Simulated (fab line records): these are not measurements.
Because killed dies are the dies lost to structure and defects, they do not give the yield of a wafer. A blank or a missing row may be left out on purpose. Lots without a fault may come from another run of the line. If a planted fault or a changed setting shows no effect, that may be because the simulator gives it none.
fab line records	flow n5_finfet
record: lots: 5	wafers: 15	last_day: 18
route steps=1938 shown MOL_CONTACT_COAG@582
lots that met no fault: from a run of the same line without faults
start_h: hours from the record's opening day to when the first of the lot's shown wafers began	wait_h: how many hours have passed since the lot's step before this one	" unchanged from the row above	L1.1+2: one row covering several wafers at once	- either no value or no given start	* or withheld: withheld	< > ~ a bound
route shown NAME@n: a module of which the file shows steps, and the number in the route of the first	usual: average and standard deviation across the fault-free wafers	same: alike in all rows	chamber/n: place in a boat	sites: each site's reading	_std_site: standard deviation of those values	_edge_site: the outer-site mean with the inner-site mean subtracted	radius_mm: how far each site lies from the wafer's centre	mask NAME#n: copy n	behind: the most recent tool/chamber to have shaped the wafer	hold: what put the lot on hold/how long, in hours/how the hold closed	device: transistor that didn't switch, given as n, p or np	end of line: tests run on the same wafers once the route is complete	for a step that has no rows: nothing shown but its recipe	killed: the dies lost at the first sort to structure and to defects; this is not the yield of the wafer	map: the dies of a wafer, with x for killed, . for not killed, _ for no die there
set.NAME: the setting that was run; set.NAME@STEP: the one run at that earlier step	model.NAME: the simulator's own value behind a step, which no gauge read
lots at selected steps of the route; one table per step, one row per wafer
services: from which hour (start_h, from the record's first day; less than 0 if before it) a tool's chamber was out of use, for how many hours, and why
== steps ==
step: N5_MOL_CONTACT_COAG_STRIP_92
recipe: chemistry: N2/H2	temp_c: 40	n2_flow_sccm: 200	h2_flow_sccm: 200	rf_frequency_hz: 6e+07
lot.wafer	tool	chamber	start_h	wait_h
L083.1+3+6	rie_diel-03	3,1,0	156.13	0.0
L090.2+3+4	rie_diel-03	3,2,0	201.47	0.0
L093.1+2+6	rie_diel-05	2,1,1	216.82	0.0
L095.2+3+4	rie_diel-05	0,2,1	226.27	0.0
L097.2+3+6	rie_diel-01	1,2,2	237.73	0.0
step: N5_MOL_CONTACT_COAG_STRIP_93
recipe: chemistry: N2/H2	temp_c: 40	n2_flow_sccm: 200	h2_flow_sccm: 200	rf_frequency_hz: 6e+07
lot.wafer	tool	chamber	start_h	wait_h
L083.1+3+6	rie_diel-03	3,1,0	156.14	0.0
L090.2+3+4	rie_diel-03	3,2,0	201.48	0.0
L093.1+2+6	rie_diel-05	2,1,1	216.83	0.0
L095.2+3+4	rie_diel-05	0,2,1	226.28	0.0
L097.2+3+6	rie_diel-01	1,2,2	237.74	0.0
step: N5_MOL_CONTACT_COAG_ETCHBACK_135
recipe: chemistry: CHF3	target: SiO2	target_depth_a: 250	time_s: 16.7	ion_energy_ev: 200	pressure_mtorr: 30	source_w: 610	bias_w: 170	Ar_flow_sccm: 200	CHF3_flow_sccm: 50
usual: drypump_motor_current_A: 5.65/0.3	oes_product_au: 0.80/0.091	rf_vpp_V: 522/9.6	showerhead_plenum_p_Torr: 2.38/0.082	throttle_valve_pct: 18.81/0.22
lot.wafer	tool	chamber	start_h	wait_h	drypump_motor_current_A	oes_product_au	rf_hours_counter_h	rf_vpp_V	showerhead_plenum_p_Torr	throttle_valve_pct
L083.1	rie_diel-03	3	156.15	0.0	5.63	0.87	54	513	2.43	18.64
L083.3	"	1	"	"	5.35	0.72	205	530	2.28	19.04
L083.6	"	0	"	"	5.57	0.72	-	534	2.45	19.05
L090.2	rie_diel-03	3	201.49	0.0	5.58	0.85	73	514	2.42	18.65
L090.3	"	2	"	"	5.71	0.74	176	508	2.29	18.75
L090.4	"	0	"	"	5.54	0.70	205	536	2.44	19.08
L093.1	rie_diel-05	2	216.84	0.0	5.86	0.93	30	525	2.33	18.96
L093.2	"	1	"	"	5.86	0.87	57	519	2.44	18.53
L093.6	"	1	"	"	5.83	0.87	-	518	2.44	18.50
L095.2	rie_diel-05	0	226.29	0.0	5.79	0.74	197	522	2.34	18.61
L095.3	"	2	"	"	5.86	0.92	32	523	2.33	18.94
L095.4	"	1	"	"	5.83	0.86	60	518	2.44	18.50
L097.2	rie_diel-01	1	237.75	0.0	5.93	0.77	130	535	2.49	18.67
L097.3	"	2	"	"	6.18	0.92	38	533	2.45	18.86
L097.6	"	2	"	"	6.19	0.93	-	532	2.45	18.87
step: N5_MOL_CONTACT_COAG_STRIP_118
recipe: chemistry: CHF3	resist: SiARC	rf_frequency_hz: 6e+07
lot.wafer	tool	chamber	start_h	wait_h
L083.1+3+6	rie_diel-03	3,1,0	156.17	0.0
L090.2+3+4	rie_diel-03	3,2,0	201.52	0.0
L093.1+2+6	rie_diel-05	2,1,1	216.87	0.0
L095.2+3+4	rie_diel-05	0,2,1	226.32	0.0
L097.2+3+6	rie_diel-01	1,2,2	237.77	0.0
step: N5_MOL_CONTACT_COAG_VIA_ETCH_46
recipe: chemistry: C4F6/O2	target_depth_a: 460	overetch_a: 92	mask_material: SOC	target: SiO2	bias_w: 455	pressure_mtorr: 10	time_s: 40	source_w: 325	Ar_flow_sccm: 300	C4F6_flow_sccm: 10	O2_flow_sccm: 10	ion_energy_ev: 575.3	ends: end_point
usual: drypump_motor_current_A: 5.66/0.3	oes_product_au: 0.70/0.076	rf_vpp_V: 1582/27	showerhead_plenum_p_Torr: 2.84/0.1	throttle_valve_pct: 41.0/0.42
lot.wafer	tool	chamber	start_h	wait_h	drypump_motor_current_A	oes_product_au	rf_hours_counter_h	rf_vpp_V	showerhead_plenum_p_Torr	throttle_valve_pct
L083.1	rie_diel-03	3	156.18	0.0	5.60	0.74	54	1558	2.91	41.5
L083.3	"	1	"	"	5.37	0.64	205	1599	2.71	41.1
L083.6	"	0	"	"	5.52	0.64	-	1622	2.92	40.9
L090.2	rie_diel-03	3	201.53	0.0	5.66	0.73	73	1559	2.90	41.5
L090.3	"	2	"	"	5.74	0.66	176	1542	2.73	40.9
L090.4	"	0	"	"	5.54	0.62	205	1621	2.91	40.9
L093.1	rie_diel-05	2	216.88	0.0	5.87	0.79	30	1586	2.78	41.4
L093.2	"	1	"	"	5.82	0.76	57	1576	2.92	41.2
L093.6	"	1	"	"	5.83	0.77	-	1577	2.92	41.2
L095.2	rie_diel-05	0	226.33	0.0	5.79	0.65	197	1577	2.78	39.9
L095.3	"	2	"	"	5.84	0.80	32	1586	2.78	41.5
L095.4	"	1	"	"	5.83	0.77	60	1577	2.91	41.2
L097.2	rie_diel-01	1	237.78	0.0	5.98	0.69	130	1617	2.96	40.5
L097.3	"	2	"	"	6.18	0.80	38	1610	2.93	41.7
L097.6	"	2	"	"	6.19	0.81	-	1610	2.93	41.7
step: N5_MOL_CONTACT_COAG_STRIP_96
recipe: chemistry: N2/H2	power_w: 500	temp_c: 40	pressure_mtorr: 50	rf_frequency_hz: 6e+07	overash_fraction: 0.3	bias_power_w: 28	h2_frac: 0.5	n2_flow_sccm: 300	h2_flow_sccm: 300
usual: drypump_motor_current_A: 5.66/0.3	h2_flow_sccm: 300.0/0.98	oes_product_au: 0.79/0.088	rf_vpp_V: 121.8/1.3	showerhead_plenum_p_Torr: 3.34/0.12	throttle_valve_pct: 18.9/0.37
lot.wafer	tool	chamber	start_h	wait_h	drypump_motor_current_A	h2_flow_sccm	oes_product_au	rf_hours_counter_h	rf_vpp_V	showerhead_plenum_p_Torr	throttle_valve_pct
L083.1	rie_diel-03	3	156.25	0.0	5.63	302.6	0.85	54	123.5	3.41	18.7
L083.3	"	1	"	"	5.37	299.8	0.71	205	119.3	3.15	18.8
L083.6	"	0	"	"	5.54	301.2	0.70	-	121.2	3.46	19.3
L090.2	rie_diel-03	3	201.59	0.0	5.60	300.3	0.83	73	122.2	3.40	18.7
L090.3	"	2	"	"	5.73	299.6	0.75	176	121.7	3.22	19.3
L090.4	"	0	"	"	5.55	299.7	0.69	205	125.4	3.45	19.3
L093.1	rie_diel-05	2	216.94	0.0	5.87	299.3	0.92	30	120.1	3.31	19.8
L093.2	"	1	"	"	5.86	298.9	0.88	57	122.3	3.39	18.1
L093.6	"	1	"	"	5.85	298.1	0.89	-	121.2	3.39	18.1
L095.2	rie_diel-05	0	226.39	0.0	5.78	300.9	0.74	197	120.7	3.32	18.9
L095.3	"	2	"	"	5.85	299.5	0.91	32	122.2	3.31	19.8
L095.4	"	1	"	"	5.87	298.8	0.88	60	120.7	3.39	18.1
L097.2	rie_diel-01	1	237.85	0.0	5.94	299.8	0.78	130	119.6	3.49	18.6
L097.3	"	2	"	"	6.21	300.8	0.93	38	121.4	3.40	18.8
L097.6	"	2	"	"	6.21	299.8	0.92	-	122.2	3.40	18.7
step: N5_MOL_CONTACT_COAG_ETCH_47
recipe: chemistry: CH3F/O2	target: SiNx	target_depth_a: 270	mask_material: SiO2	stop_on: W	over_etch_frac: 0.2	ion_energy_ev: 120	endpoint: OES-CN	pressure_mtorr: 30	source_w: 395	bias_w: 73	Ar_flow_sccm: 150	CH3F_flow_sccm: 30	O2_flow_sccm: 20	ends: end_point
usual: drypump_motor_current_A: 5.65/0.3	etch_rf_on_time_s: 30.5/0.6	oes_product_au: 0.71/0.08	rf_vpp_V: 296/5.4	showerhead_plenum_p_Torr: 2.00/0.073	throttle_valve_pct: 16.43/0.22
lot.wafer	tool	chamber	start_h	wait_h	drypump_motor_current_A	etch_rf_on_time_s	oes_product_au	rf_hours_counter_h	rf_vpp_V	showerhead_plenum_p_Torr	throttle_valve_pct
L083.1	rie_diel-03	3	156.29	0.0	5.64	30.0	0.77	54	292	2.05	16.26
L083.3	"	1	"	"	5.37	30.1	0.65	205	301	1.91	16.63
L083.6	"	0	"	"	5.53	30.3	0.65	-	305	2.06	16.71
L090.2	rie_diel-03	3	201.63	0.0	5.59	29.8	0.75	73	292	2.04	16.30
L090.3	"	2	"	"	5.71	30.5	0.67	176	288	1.92	16.36
L090.4	"	0	"	"	5.53	30.6	0.63	205	305	2.05	16.74
L093.1	rie_diel-05	2	216.98	0.0	5.84	29.7	0.83	30	299	1.95	16.54
L093.2	"	1	"	"	5.81	30.2	0.77	57	296	2.05	16.12
L093.6	"	1	"	"	5.81	30.3	0.78	-	294	2.05	16.12
L095.2	rie_diel-05	0	226.43	0.0	5.80	30.7	0.66	197	295	1.96	16.26
L095.3	"	2	"	"	5.84	29.6	0.82	32	300	1.95	16.54
L095.4	"	1	"	"	5.83	30.4	0.78	60	295	2.05	16.13
L097.2	rie_diel-01	1	237.89	0.0	5.92	31.7	0.68	130	303	2.09	16.24
L097.3	"	2	"	"	6.18	29.7	0.82	38	302	2.06	16.43
L097.6	"	2	"	"	6.17	30.2	0.82	-	302	2.06	16.42
step: N5_MOL_CONTACT_COAG_STRIP_119
recipe: chemistry: N2/H2	time_s: 30	power_w: 1000	temp_c: 250	pressure_mtorr: withheld	n2_flow_sccm: 1750	h2_flow_sccm: 3250
usual: drypump_motor_current_A: 5.5/0.39	h2_flow_sccm: 3251/11	heater_power_w: 330/24
lot.wafer	tool	chamber	start_h	wait_h	drypump_motor_current_A	h2_flow_sccm	heater_power_w	rf_hours_counter_h
L083.1	plasma_asher-01	0	156.37	0.1	6.1	3239	282	110
L083.3	"	0	"	"	6.1	3255	284	-
L083.6	"	1	"	"	4.9	3257	354	-
L090.2	plasma_asher-02	1	201.72	0.1	5.6	3255	343	60
L090.3	"	1	"	"	5.6	3259	334	-
L090.4	"	0	"	"	5.5	3255	335	-
L093.1	plasma_asher-02	1	217.06	0.1	5.6	3252	339	62
L093.2	"	0	"	"	5.5	3274	333	62
L093.6	"	1	"	"	5.6	3238	343	-
L095.2	plasma_asher-02	0	226.52	0.1	5.5	3248	329	64
L095.3	"	0	"	"	5.4	3245	333	-
L095.4	"	1	"	"	5.6	3257	337	-
L097.2	plasma_asher-02	0	237.97	0.1	5.5	3237	339	66
L097.3	"	1	"	"	5.6	3243	337	-
L097.6	"	0	"	"	5.5	3243	318	-
step: N5_MOL_CONTACT_COAG_PRECLEAN_144
recipe: chemistry: alkaline_clean	temp_c: 60	time_s: 60	do_ppb: 50
usual: bath_guard_temp_C: 59.9/0.46
lot.wafer	tool	chamber	start_h	wait_h	bath_guard_temp_C
L083.1	wet_bench-05	6	156.46	0.1	59.6
L083.3	"	2	"	"	60.5
L083.6	"	1	"	"	59.5
L090.2	wet_bench-03	5	201.81	0.1	60.3
L090.3	"	7	"	"	59.4
L090.4	"	4	"	"	59.9
L093.1	wet_bench-01	5	217.15	0.1	60.4
L093.2	"	2	"	"	59.8
L093.6	"	0	"	"	59.8
L095.2	wet_bench-05	4	226.60	0.1	59.1
L095.3	"	1	"	"	59.6
L095.4	"	3	"	"	59.0
L097.2	wet_bench-03	6	238.06	0.1	59.8
L097.3	"	2	"	"	60.5
L097.6	"	7	"	"	59.7
step: N5_MOL_CONTACT_COAG_SRD_145
recipe: dry: ipa_marangoni	time_s: 30	temp_c: 23	rinse_liquid: diw
lot.wafer	tool	chamber	start_h	wait_h
L083.1+3+6	wet_bench-05	6,2,1	156.48	0.0
L090.2+3+4	wet_bench-03	5,7,4	201.83	0.0
L093.1+2+6	wet_bench-01	5,2,0	217.17	0.0
L095.2+3+4	wet_bench-05	4,1,3	226.62	0.0
L097.2+3+6	wet_bench-03	6,2,7	238.07	0.0
step: N5_MOL_CONTACT_COAG_CD_MEAS_137
recipe: target_cd_nm: 16
usual: cd_nm: 15.9/0.47
lot.wafer	tool	chamber	start_h	wait_h	cd_nm
L083.1	cd_sem-01	-	156.52	0.0	16.0
L083.3	"	-	"	"	16.4
L083.6	"	-	"	"	15.6
L090.2	cd_sem-03	-	201.87	0.0	15.1
L090.3	"	-	"	"	15.5
L090.4	"	-	"	"	15.0
L093.1	cd_sem-01	-	217.21	0.0	15.8
L093.2	"	-	"	"	16.3
L093.6	"	-	"	"	16.4
L095.2	cd_sem-02	-	226.66	0.0	16.2
L095.3	"	-	"	"	16.3
L095.4	"	-	"	"	16.7
L097.2	cd_sem-03	-	238.12	0.0	15.1
L097.3	"	-	"	"	15.0
L097.6	"	-	"	"	15.7
== services ==
tool	chamber	start_h	hours	kind
rie_diel-01	2	134.57	-	clean
rie_diel-01	2	134.57	-	consumable_replace:esc
rie_diel-01	2	134.57	-	consumable_replace:focus_ring
rie_diel-01	2	134.57	18.7	scheduled_down
rie_diel-01	2	134.57	18.7	vent_cycle
rie_diel-01	-	141.22	1.0	repair
rie_diel-05	-	143.37	14.6	pm
rie_diel-03	3	149.91	2.5	repair
rie_diel-01	3	153.44	-	clean
rie_diel-01	3	153.44	-	consumable_replace:focus_ring
rie_diel-01	3	153.44	-	consumable_replace:showerhead
rie_diel-01	3	153.44	27.5	scheduled_down
rie_diel-01	3	153.44	27.5	vent_cycle
rie_diel-05	-	180.40	15.6	pm
== key ==
fault none
